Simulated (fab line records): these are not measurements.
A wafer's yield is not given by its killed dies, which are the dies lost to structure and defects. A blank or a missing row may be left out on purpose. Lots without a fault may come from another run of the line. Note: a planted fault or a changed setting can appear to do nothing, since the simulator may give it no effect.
fab line records ; flow nandHarc
[record] lots = 12; wafers = 36; lastDay = 33
route steps=1302 shown A_CHANNEL_FILL_D1@508 A_DECK1_JOINT@542 A_ONON_D2@559
lots with no fault: from the same line, run without faults
startH: start of the lot's first displayed wafer, in hours after the record's first day ; waitH: how many hours have passed since the lot's step before this one ; " same as the row above ; L1.1+2: a row that stands for several wafers ; - no value, or no start was given ; * or withheld: withheld ; < > ~ a bound
route shown NAME@n: NAME is a module with steps in the file, n the number in the route of the first one ; usual: average and standard deviation across the fault-free wafers ; same: alike in all rows ; chamber/n: place in a boat ; sites: readings site by site ; _std_site: the standard deviation of these ; _edge_site: outer sites' mean less inner sites' ; radiusMm: for every site, how far away it sits from the centre of the wafer ; mask NAME#n: copy n ; behind: the last tool/chamber to shape the wafer ; hold: cause of the lot's hold/its duration in hours/its outcome ; device: transistor that didn't switch, given as n, p or np ; end of line: tests run on the same wafers once the route is complete ; where a step has no rows: the recipe by itself ; killed: not the wafer's yield, but the dies lost to structure and defects at the first sort ; map: a wafer's dies, x killed, . not, _ none there
set.NAME: the setting as run; set.NAME@STEP: as run at that earlier step ; model.NAME: the simulator's own value behind a step, which no gauge read
the route's steps for a sample of lots (tables are steps, rows are wafers)
services: from which hour (startH, from the record's first day; less than 0 if before it) a tool's chamber was out of use, for how many hours, and why
[[steps]]
[step NHARC_A_CHANNEL_FILL_D1_ETCHBACK_08]
[recipe] targetDepthA = 2200; timeS = 110; c4f8FlowSccm = 20; arFlowSccm = withheld; rfW = 600; biasW = 300; chemistry = C4F8
[usual] oesProductAu = 0.97/0.039; rfVppV = 442.3/2.5
lot.wafer;tool;chamber;startH;waitH;oesProductAu;rfHoursCounterH;rfVppV
L348.1;rieDiel-04;1;-;-;0.92;4.2;440.2
L348.5;rieDiel-04;3;-;-;0.93;-;445.3
L348.4;rieDiel-04;0;-;-;0.93;-;442.9
L347.3;rieDiel-04;3;-;-;1.00;4.0;444.0
L347.5;rieDiel-04;1;-;-;0.99;-;438.9
L347.4;rieDiel-04;0;-;-;1.00;-;443.8
L351.1;rieDiel-04;3;-;-;0.93;6.4;444.0
L351.4;rieDiel-04;2;-;-;0.99;5.7;439.5
L351.6;rieDiel-04;0;-;-;0.92;-;444.4
L352.1;rieDiel-10;3;-;-;0.95;0.7;439.5
L352.2;rieDiel-10;2;-;-;0.97;0.8;445.1
L352.6;rieDiel-10;3;-;-;0.95;-;438.4
L354.1;rieDiel-04;1;-;-;0.91;7.7;439.0
L354.3;rieDiel-04;2;-;-;0.92;7.4;439.3
L354.5;rieDiel-04;1;-;-;0.91;-;441.0
L357.4;rieDiel-10;0;-;-;0.99;2.1;443.9
L357.3;rieDiel-10;1;-;-;1.01;2.0;440.4
L357.1;rieDiel-10;2;-;-;0.94;2.5;444.9
L358.3;rieDiel-04;1;-;-;0.92;10.6;440.8
L358.2;rieDiel-04;2;-;-;0.92;10.2;439.0
L358.6;rieDiel-04;1;-;-;0.93;-;441.1
L364.1;rieDiel-04;1;-;-;1.02;2.5;441.0
L364.2;rieDiel-04;3;-;-;1.02;2.0;444.6
L364.6;rieDiel-04;1;-;-;1.02;-;439.7
L366.1;rieDiel-04;3;-;-;0.98;2.6;444.2
L366.6;rieDiel-04;0;-;-;0.94;-;443.2
L366.5;rieDiel-04;1;-;-;0.97;-;440.4
L367.1;rieDiel-05;0;-;-;1.02;1.8;444.2
L367.4;rieDiel-05;1;-;-;1.02;1.3;443.6
L367.6;rieDiel-05;1;-;-;1.01;-;444.9
L369.4;rieDiel-10;3;-;-;0.99;1.0;438.0
L369.1;rieDiel-10;1;-;-;1.00;1.5;438.7
L369.2;rieDiel-10;2;-;-;0.99;1.2;445.6
L370.4;rieDiel-04;2;-;-;1.03;5.2;438.1
L370.1;rieDiel-04;3;-;-;1.05;5.1;446.3
L370.6;rieDiel-04;3;-;-;1.04;-;445.1
[step NHARC_A_DECK1_JOINT_DEP_16]
[recipe] targetThkA = 450; tempC = 400; pressureTorr = 6.5; rfW = 900; teosFlowSccm = 161.4; flowSccm = 2650; targetThkNm = 45; gas = O2; material = SiO2
[usual] heaterPowerW = 586/57; mfcPrecursorSccm = 161.4/0.51; throttleValvePct = 15.9/0.46
lot.wafer;tool;chamber;startH;waitH;heaterPowerW;mfcPrecursorSccm;throttleValvePct
L347.3;pecvd-03;2;285.85;0.1;629;161.4;15.7
L347.5;pecvd-03;2;285.85;0.1;485;161.1;15.7
L347.4;pecvd-03;0;285.85;0.1;680;161.3;16.8
L348.1;pecvd-04;2;285.88;0.1;546;161.2;16.1
L348.5;pecvd-04;0;285.88;0.1;599;161.8;14.9
L348.4;pecvd-04;1;285.88;0.1;598;161.7;15.3
L352.2;pecvd-03;2;314.09;0.1;569;160.5;15.7
L352.1;pecvd-03;0;314.09;0.1;532;161.7;16.8
L352.6;pecvd-03;2;314.09;0.1;553;160.0;15.8
L351.1;pecvd-04;0;314.32;0.3;620;161.1;15.3
L351.6;pecvd-04;2;314.32;0.3;525;161.4;15.8
L351.4;pecvd-04;1;314.32;0.3;553;161.6;15.6
L354.3;pecvd-04;2;339.82;0.1;452;161.5;16.0
L354.1;pecvd-04;0;339.82;0.1;642;160.9;15.3
L354.5;pecvd-04;1;339.82;0.1;585;161.3;15.5
L357.1;pecvd-04;0;376.91;0.1;691;264.0;16.3
L357.4;pecvd-04;1;376.91;0.1;542;161.7;15.8
L357.3;pecvd-04;0;376.91;0.1;528;264.6;16.4
L358.3;pecvd-03;2;380.05;0.1;515;162.2;15.6
L358.2;pecvd-03;0;380.05;0.1;668;161.9;15.9
L358.6;pecvd-03;0;380.05;0.1;661;161.6;15.8
L364.2;pecvd-03;2;443.96;0.1;572;161.2;15.7
L364.1;pecvd-03;1;443.96;0.1;686;161.9;16.6
L364.6;pecvd-03;1;443.96;0.1;674;161.2;16.4
L366.1;pecvd-01;2;453.94;0.1;575;162.1;16.0
L366.6;pecvd-01;1;453.94;0.1;557;162.1;15.6
L366.5;pecvd-01;0;453.94;0.1;607;160.9;16.2
L367.1;pecvd-01;0;477.92;0.1;557;162.0;16.0
L367.6;pecvd-01;0;477.92;0.1;557;162.1;16.2
L367.4;pecvd-01;1;477.92;0.1;616;160.1;15.7
L369.1;pecvd-01;0;485.94;0.1;579;161.5;16.1
L369.2;pecvd-01;2;485.94;0.1;689;161.2;16.3
L369.4;pecvd-01;2;485.94;0.1;674;161.5;16.5
L370.1;pecvd-04;2;501.92;0.2;446;161.4;15.9
L370.6;pecvd-04;0;501.92;0.2;552;160.9;15.0
L370.4;pecvd-04;2;501.92;0.2;434;161.1;15.8
[step NHARC_A_DECK1_JOINT_THK_MEAS_17]
[recipe] thkMeasGauge = ellipsometry
[usual] thkNm = 45.0/1.2
lot.wafer;tool;chamber;startH;waitH;thkNm
L347.3;filmMetro-01;-;286.10;0.2;43.8
L347.4;filmMetro-01;-;286.10;0.2;44.9
L347.5;filmMetro-01;-;286.10;0.2;44.3
L348.1;filmMetro-02;-;286.11;0.2;43.2
L348.4;filmMetro-02;-;286.11;0.2;45.4
L348.5;filmMetro-02;-;286.11;0.2;45.9
L352.1;filmMetro-01;-;314.37;0.2;44.9
L352.2;filmMetro-01;-;314.37;0.2;45.2
L352.6;filmMetro-01;-;314.37;0.2;45.1
L351.1;filmMetro-02;-;314.58;0.2;45.9
L351.4;filmMetro-02;-;314.58;0.2;44.9
L351.6;filmMetro-02;-;314.58;0.2;50.3
L354.1;filmMetro-01;-;340.10;0.2;44.4
L354.3;filmMetro-01;-;340.10;0.2;44.6
L354.5;filmMetro-01;-;340.10;0.2;46.1
L357.1;filmMetro-01;-;377.23;0.3;74.9
L357.3;filmMetro-01;-;377.23;0.3;73.3
L357.4;filmMetro-01;-;377.23;0.3;43.7
L358.2;filmMetro-01;-;380.33;0.2;43.4
L358.3;filmMetro-01;-;380.33;0.2;44.7
L358.6;filmMetro-01;-;380.33;0.2;44.8
L364.1;filmMetro-01;-;444.24;0.2;46.2
L364.2;filmMetro-01;-;444.24;0.2;45.8
L364.6;filmMetro-01;-;444.24;0.2;46.4
L366.1;filmMetro-02;-;454.19;0.2;43.8
L366.5;filmMetro-02;-;454.19;0.2;46.2
L366.6;filmMetro-02;-;454.19;0.2;43.6
L367.1;filmMetro-01;-;478.20;0.3;45.1
L367.4;filmMetro-01;-;478.20;0.3;45.7
L367.6;filmMetro-01;-;478.20;0.3;44.4
L369.1;filmMetro-01;-;486.23;0.3;45.7
L369.2;filmMetro-01;-;486.23;0.3;44.3
L369.4;filmMetro-01;-;486.23;0.3;46.9
L370.1;filmMetro-02;-;502.14;0.2;44.2
L370.4;filmMetro-02;-;502.14;0.2;45.8
L370.6;filmMetro-02;-;502.14;0.2;45.5
[step NHARC_A_DECK1_JOINT_INSPECT_05]
[usual] rawDefectCount = 307/120
lot.wafer;tool;chamber;startH;waitH;rawDefectCount
L347.3;defectInspect-01;-;286.14;0.0;226
L347.4;defectInspect-01;-;286.14;0.0;200
L347.5;defectInspect-01;-;286.14;0.0;174
L348.1;defectInspect-02;-;286.15;0.0;158
L348.4;defectInspect-02;-;286.15;0.0;214
L348.5;defectInspect-02;-;286.15;0.0;233
L352.1;defectInspect-02;-;314.40;0.0;138
L352.2;defectInspect-02;-;314.40;0.0;321
L352.6;defectInspect-02;-;314.40;0.0;250
L351.1;defectInspect-02;-;314.61;0.0;437
L351.4;defectInspect-02;-;314.61;0.0;539
L351.6;defectInspect-02;-;314.61;0.0;289
L354.1;defectInspect-01;-;340.14;0.0;281
L354.3;defectInspect-01;-;340.14;0.0;492
L354.5;defectInspect-01;-;340.14;0.0;333
L357.1;defectInspect-02;-;377.27;0.0;274
L357.3;defectInspect-02;-;377.27;0.0;327
L357.4;defectInspect-02;-;377.27;0.0;263
L358.2;defectInspect-02;-;380.36;0.0;298
L358.3;defectInspect-02;-;380.36;0.0;316
L358.6;defectInspect-02;-;380.36;0.0;496
L364.1;defectInspect-01;-;444.27;0.0;356
L364.2;defectInspect-01;-;444.27;0.0;468
L364.6;defectInspect-01;-;444.27;0.0;479
L366.1;defectInspect-01;-;454.23;0.0;260
L366.5;defectInspect-01;-;454.23;0.0;291
L366.6;defectInspect-01;-;454.23;0.0;216
L367.1;defectInspect-02;-;478.24;0.0;484
L367.4;defectInspect-02;-;478.24;0.0;560
L367.6;defectInspect-02;-;478.24;0.0;336
L369.1;defectInspect-02;-;486.26;0.0;305
L369.2;defectInspect-02;-;486.26;0.0;177
L369.4;defectInspect-02;-;486.26;0.0;270
L370.1;defectInspect-02;-;502.18;0.0;277
L370.4;defectInspect-02;-;502.18;0.0;204
L370.6;defectInspect-02;-;502.18;0.0;312
[step NHARC_A_ONON_D2_THK_MEAS_21]
[recipe] thkMeasGauge = ellipsometry
[usual] thkNm = 1001/8.9
lot.wafer;tool;chamber;startH;waitH;thkNm
L348.1;filmMetro-02;-;297.61;-;995
L348.4;filmMetro-02;-;297.61;-;994
L348.5;filmMetro-02;-;297.61;-;993
L347.3;filmMetro-01;-;297.62;-;1020
L347.4;filmMetro-01;-;297.62;-;1020
L347.5;filmMetro-01;-;297.62;-;1020
L352.1;filmMetro-01;-;325.72;-;988
L352.2;filmMetro-01;-;325.72;-;986
L352.6;filmMetro-01;-;325.72;-;987
L351.1;filmMetro-02;-;325.91;-;1009
L351.4;filmMetro-02;-;325.91;-;1009
L351.6;filmMetro-02;-;325.91;-;1012
L354.1;filmMetro-02;-;354.05;-;1007
L354.3;filmMetro-02;-;354.05;-;1008
L354.5;filmMetro-02;-;354.05;-;1006
L357.1;filmMetro-02;-;391.10;-;1001
L357.3;filmMetro-02;-;391.10;-;998
L357.4;filmMetro-02;-;391.10;-;999
L358.2;filmMetro-01;-;391.10;-;1009
L358.3;filmMetro-01;-;391.10;-;1009
L358.6;filmMetro-01;-;391.10;-;1011
L364.1;filmMetro-02;-;455.20;-;996
L364.2;filmMetro-02;-;455.20;-;996
L364.6;filmMetro-02;-;455.20;-;998
L366.1;filmMetro-01;-;465.32;-;993
L366.5;filmMetro-01;-;465.32;-;993
L366.6;filmMetro-01;-;465.32;-;994
L367.1;filmMetro-02;-;491.29;-;999
L367.4;filmMetro-02;-;491.29;-;1000
L367.6;filmMetro-02;-;491.29;-;1000
L369.1;filmMetro-01;-;497.42;-;997
L369.2;filmMetro-01;-;497.42;-;998
L369.4;filmMetro-01;-;497.42;-;996
L370.1;filmMetro-02;-;516.43;-;980
L370.4;filmMetro-02;-;516.43;-;977
L370.6;filmMetro-02;-;516.43;-;980
[[services]]
tool;chamber;startH;hours;kind
rieDiel-05;-;230.04;9.0;pm
rieDiel-04;2;242.17;15.0;repair
rieDiel-10;-;242.50;9.0;pm
rieDiel-05;3;250.10;7.9;repair
rieDiel-05;1;256.13;19.2;repair
pecvd-04;-;269.20;13.0;pm
rieDiel-10;1;282.43;12.4;repair
rieDiel-04;0;287.75;23.4;repair
rieDiel-10;3;296.05;4.8;repair
pecvd-01;-;311.22;13.0;pm
rieDiel-10;2;326.59;4.0;repair
rieDiel-04;-;349.11;1.6;repair
rieDiel-04;-;354.91;9.0;pm
pecvd-03;-;366.12;13.0;pm
pecvd-04;2;369.92;9.6;repair
rieDiel-05;1;383.10;5.0;repair
rieDiel-10;1;393.48;1.2;repair
rieDiel-05;1;402.76;6.4;repair
pecvd-04;-;403.21;0.5;repair
rieDiel-10;-;419.50;9.0;pm
pecvd-04;1;420.63;5.9;repair
pecvd-04;-;450.61;13.0;pm
pecvd-03;0;488.58;22.9;repair
pecvd-01;-;492.22;13.0;pm
[[key]]
[firstSign] step = NHARC_A_DECK1_JOINT_DEP_16; reading = mfcPrecursorSccm; direction = up; sigmas = 99+; usual = 161.4; struck = 264.3
[effect] step = NHARC_A_DECK1_JOINT_THK_MEAS_17; reading = thkNm; direction = up; sigmas = 25; usual = 45.0; struck = 74.1
metAt NHARC_A_DECK1_JOINT_DEP_16
struckLots L357
struckWafers L357.1,L357.3
testerLeftOut L357
notActingAt NHARC_A_CHANNEL_FILL_D1_ETCHBACK_08,NHARC_A_DECK1_JOINT_INSPECT_05,NHARC_A_ONON_D2_THK_MEAS_21
onsetBetween 339.82 376.91
[fault] kind = processParameterDrift; tool = pecvd-04; chamber = 0; onsetH = 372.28; steps = NHARC_A_DECK1_JOINT_DEP_16; channel = teosFlowSccm; offset = *; shape = step; endH = 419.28; actsIn = *; stated = *
// testerLeftOut: of these lots the tester's yield and bins aren't shown, on N5 and GAA mostly nor the transistor test; their killed dies are dies lost to structure and defects alone, not to doping, threshold or leakage, so they don't give the yield
